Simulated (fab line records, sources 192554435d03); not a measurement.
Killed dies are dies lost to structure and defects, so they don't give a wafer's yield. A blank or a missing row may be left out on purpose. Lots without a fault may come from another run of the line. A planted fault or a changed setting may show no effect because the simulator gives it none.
Which tool did it? | flow n5_finfet | 10 lots, 30 wafers sampled, at 5 steps of a route of 1938

WHAT THE GAUGES READ, wafer by wafer
The record holds no reading of a measuring or inspecting step that can be judged against a usual standard deviation.

WHICH TOOL RAN EACH LOT (tool, then ch and the chambers of the sampled wafers, then the start)
lot  | N5_BEOL_M6_ETCH_65                 | N5_BEOL_M6_CURE_75            | N5_BEOL_M6_ANNEAL_51             | N5_BEOL_M6_CMP_52             | N5_PASSIVATION_PROBE_49
L612 | rie_diel-01 ch 0,1,3, day 11 00:27 | uv_cure-01 ch 1, day 11 01:05 | rtp_anneal-02 ch 0, day 11 03:38 | cmp-02 ch 0,3, day 11 03:57   | prober-01, day 14 13:41
L616 | rie_diel-04 ch 0,1,3, day 12 23:40 | uv_cure-03 ch 2, day 13 00:29 | rtp_anneal-02 ch 0, day 13 03:19 | cmp-04 ch 0,1,2, day 13 03:34 | prober-01, day 17 04:27
L630 | rie_diel-01 ch 1,3, day 14 20:05   | uv_cure-01 ch 2, day 14 20:40 | rtp_anneal-01 ch 0, day 14 23:37 | cmp-04 ch 0,2, day 14 23:55   | prober-01, day 18 09:35
L625 | rie_diel-01 ch 2,3, day 14 20:40   | uv_cure-02 ch 1, day 14 21:23 | rtp_anneal-01 ch 0, day 15 00:46 | cmp-02 ch 2,3, day 15 01:01   | prober-02, day 19 02:11
L626 | rie_diel-04 ch 0,1, day 14 23:22   | uv_cure-01 ch 0, day 14 23:59 | rtp_anneal-02 ch 0, day 15 01:40 | cmp-03 ch 0,1,3, day 15 01:55 | prober-01, day 18 17:01
L627 | rie_diel-01 ch 0,1,2, day 15 10:23 | uv_cure-01 ch 1, day 15 10:57 | rtp_anneal-02 ch 0, day 15 13:31 | cmp-02 ch 1,3, day 15 13:49   | prober-01, day 19 10:13
L631 | rie_diel-04 ch 1,2, day 16 01:24   | uv_cure-02 ch 1, day 16 02:00 | rtp_anneal-02 ch 0, day 16 03:35 | cmp-04 ch 0,1,2, day 16 03:53 | prober-02, day 19 18:25
L632 | rie_diel-04 ch 0,1,3, day 16 17:53 | uv_cure-02 ch 1, day 16 18:31 | rtp_anneal-02 ch 0, day 16 21:51 | cmp-04 ch 1,3, day 16 22:10   | prober-01, day 19 23:58
L633 | rie_diel-04 ch 0,3, day 16 20:26   | uv_cure-03 ch 1, day 16 21:00 | rtp_anneal-01 ch 0, day 17 00:11 | cmp-02 ch 2,3, day 17 00:31   | prober-01, day 20 09:39
L634 | rie_diel-04 ch 0,1,2, day 16 20:52 | uv_cure-02 ch 1, day 16 21:26 | rtp_anneal-01 ch 0, day 17 00:41 | cmp-04 ch 0,2,3, day 17 01:01 | prober-01, day 20 08:33
- N5_BEOL_M6_ETCH_65: etches SiARC in CF4, target depth 15.6 nm, time 26 s.
- N5_BEOL_M6_CURE_75: cures SiCOH lowk, time 120 s.
- N5_BEOL_M6_ANNEAL_51: time 90 s.
- N5_BEOL_M6_CMP_52: polishes, stops on SiCOH lowk, t overpolish 6.9 s, target thk 80 nm.
- N5_PASSIVATION_PROBE_49

WHAT THE TOOLS THEMSELVES READ (means of the sampled wafers that have a number; where no wafer has one, the mark that the record gives instead)
N5_BEOL_M6_ETCH_65.
lot  | tool        | drypump_motor_current_A (A) | etch_rf_on_time_s (s) | oes_product_au (a.u.) | rf_vpp_V (V) | showerhead_plenum_p_Torr (Torr) | throttle_valve_pct (%)
L612 | rie_diel-01 | 6.0                         | 26.2                  | 0.65                  | 185.2        | 2.16                            | 15.41
L616 | rie_diel-04 | 5.7                         | 25.7                  | 0.69                  | 184.7        | 2.22                            | 15.57
L630 | rie_diel-01 | 6.1                         | 26.2                  | 0.65                  | 185.4        | 2.19                            | 15.43
L625 | rie_diel-01 | 5.6                         | 25.6                  | 0.72                  | 184.5        | 2.13                            | 15.32
L626 | rie_diel-04 | 5.8                         | 25.2                  | 0.73                  | 184.4        | 2.21                            | 15.66
L627 | rie_diel-01 | 5.7                         | 26.0                  | 0.75                  | 183.9        | 2.14                            | 15.42
L631 | rie_diel-04 | 5.3                         | 26.1                  | 0.71                  | 184.6        | 2.20                            | 15.50
L632 | rie_diel-04 | 5.7                         | 25.4                  | 0.75                  | 184.9        | 2.21                            | 15.45
L633 | rie_diel-04 | 6.0                         | 25.2                  | 0.74                  | 184.0        | 2.18                            | 15.60
L634 | rie_diel-04 | 5.6                         | 25.7                  | 0.70                  | 185.5        | 2.17                            | 15.66

N5_BEOL_M6_CURE_75.
lot  | tool       | lamp_power_pct (%) | run_length_s (s) | wafer_temp_C_max
L612 | uv_cure-01 | 52.30              | 177.1            | 371.4
L616 | uv_cure-03 | 52.33              | 177.9            | 372.7
L630 | uv_cure-01 | 52.28              | 178.0            | 372.0
L625 | uv_cure-02 | -                  | -                | -
L626 | uv_cure-01 | -                  | -                | -
L627 | uv_cure-01 | 52.36              | 177.1            | 371.4
L631 | uv_cure-02 | 52.32              | 178.0            | 372.4
L632 | uv_cure-02 | 52.26              | 178.3            | 372.9
L633 | uv_cure-03 | 52.34              | 179.0            | 372.6
L634 | uv_cure-02 | 52.35              | 177.9            | 372.6

N5_BEOL_M6_ANNEAL_51.
lot  | tool          | wafer_temp_C_max
L612 | rtp_anneal-02 | 225.72
L616 | rtp_anneal-02 | 225.65
L630 | rtp_anneal-01 | 226.08
L625 | rtp_anneal-01 | 225.82
L626 | rtp_anneal-02 | 225.89
L627 | rtp_anneal-02 | 225.96
L631 | rtp_anneal-02 | 225.80
L632 | rtp_anneal-02 | 225.72
L633 | rtp_anneal-01 | 225.77
L634 | rtp_anneal-01 | 225.62

N5_BEOL_M6_CMP_52.
lot  | tool   | barrier_field_endpoint_s (s) | clearing_platen_down_force_psi (psi) | motor_current_A (A) | overpolish_run_s (s) | time_to_endpoint_s (s)
L612 | cmp-02 | 29.4                         | 1.499                                | 5.9                 | 6.896                | 63.9
L616 | cmp-04 | 29.1                         | 1.498                                | 5.6                 | 6.908                | 64.8
L630 | cmp-04 | 29.0                         | 1.501                                | 5.7                 | 6.901                | 61.6
L625 | cmp-02 | 30.0                         | 1.500                                | 6.6                 | 6.897                | 67.4
L626 | cmp-03 | 29.3                         | 1.503                                | 5.6                 | 6.892                | 64.1
L627 | cmp-02 | 28.7                         | 1.497                                | 5.7                 | 6.902                | 63.2
L631 | cmp-04 | 29.5                         | 1.498                                | 5.7                 | 6.911                | 64.5
L632 | cmp-04 | 30.1                         | 1.500                                | 5.8                 | 6.918                | 64.0
L633 | cmp-02 | 29.5                         | 1.503                                | 6.3                 | 6.904                | 66.1
L634 | cmp-04 | 29.0                         | 1.499                                | 5.8                 | 6.899                | 64.0

N5_PASSIVATION_PROBE_49.
lot  | tool      | defect_limited_yield (%) | killed_at_M0_to_M3 | killed_at_M4_up | killed_at_contacts | killed_at_front_end | killed_at_other | killed_dies | killed_on_rim | killed_open | killed_short | sort_bin_5_function (%) | sort_bin_6_memory (%) | sort_bin_8_speed (%) | sort_n_pass | sort_yield_pct (%)
L612 | prober-01 | 91.4                     | 33                 | 20              | 14                 | 32                  | 1.7             | 101         | 12            | 75          | 25           | 4.9                     | 3.5                   | 0.00                 | 1079        | 91.4
L616 | prober-01 | 91.4                     | 33                 | 13              | 15                 | 34                  | 6.7             | 101         | 10            | 65          | 34           | 5.2                     | 3.2                   | 0.00                 | 1079        | 91.4
L630 | prober-01 | 93.2                     | 30                 | 15              | 10                 | 22                  | 2.7             | 80          | 11            | 54          | 25           | 3.7                     | 2.7                   | 0.25                 | 1097        | 93.0
L625 | prober-02 | 91.4                     | 29                 | 13              | 11                 | 43                  | 5.7             | 102         | 15            | 68          | 33           | 5.2                     | 3.1                   | 0.00                 | 1078        | 91.4
L626 | prober-01 | 91.9                     | 22                 | 16              | 7                  | 43                  | 8.0             | 96          | 11            | 55          | 38           | 4.6                     | 3.3                   | 0.00                 | 1084        | 91.9
L627 | prober-01 | 92.2                     | 37                 | 7               | 11                 | 35                  | 1.7             | 92          | 10            | 59          | 32           | 4.6                     | 3.1                   | 0.00                 | 1088        | 92.2
L631 | prober-02 | 91.3                     | 40                 | 11              | 13                 | 33                  | 4.7             | 102         | 14            | 66          | 36           | 5.3                     | 3.1                   | 0.00                 | 1078        | 91.3
L632 | prober-01 | 91.4                     | 33                 | 10              | 15                 | 41                  | 2.3             | 101         | 14            | 67          | 31           | 4.9                     | 3.3                   | 0.00                 | 1079        | 91.4
L633 | prober-01 | 90.5                     | 42                 | 20              | 15                 | 33                  | 2.3             | 112         | 18            | 79          | 32           | 5.7                     | 3.5                   | 0.00                 | 1068        | 90.5
L634 | prober-01 | 90.1                     | 34                 | 18              | 13                 | 50                  | 2.0             | 117         | 16            | 83          | 29           | 5.9                     | 3.6                   | 0.00                 | 1063        | 90.1

THE ANSWER, worked out from the rows above alone
Rule: what is usual is taken from the lots themselves. Put in order of their means at a reading, lots are off if they are a third of the lots or fewer, leave a main group of 4 or more, and stand apart from it by a gap of 3 or more times the standard deviation of the main group's means; of several such gaps the widest counts. A main group whose means are all the same, to the digits that the tables above print for the reading, isn't used. A lot without any number at a reading at which 4 lots or more have one is off too. The other lots that the step has rows for count as sound. The gauges are gone through in route order, then the tools' own readings, and for those a lot's mean is taken as printed above. The first step at which some lot is off is used, and at that step the reading that is off furthest; a lot without a number counts as furthest.
Off: L625, L626, at N5_BEOL_M6_CURE_75 (lamp_power_pct). Without a number there: L625, L626. The main group: mean 52.32 %, standard deviation 0.033.
A tool fits if, at that step or a process step before it, it ran every lot that is off, and no sound lot after the first of them. None of those tried fits.

WHAT THE SIMULATOR HAD PUT IN
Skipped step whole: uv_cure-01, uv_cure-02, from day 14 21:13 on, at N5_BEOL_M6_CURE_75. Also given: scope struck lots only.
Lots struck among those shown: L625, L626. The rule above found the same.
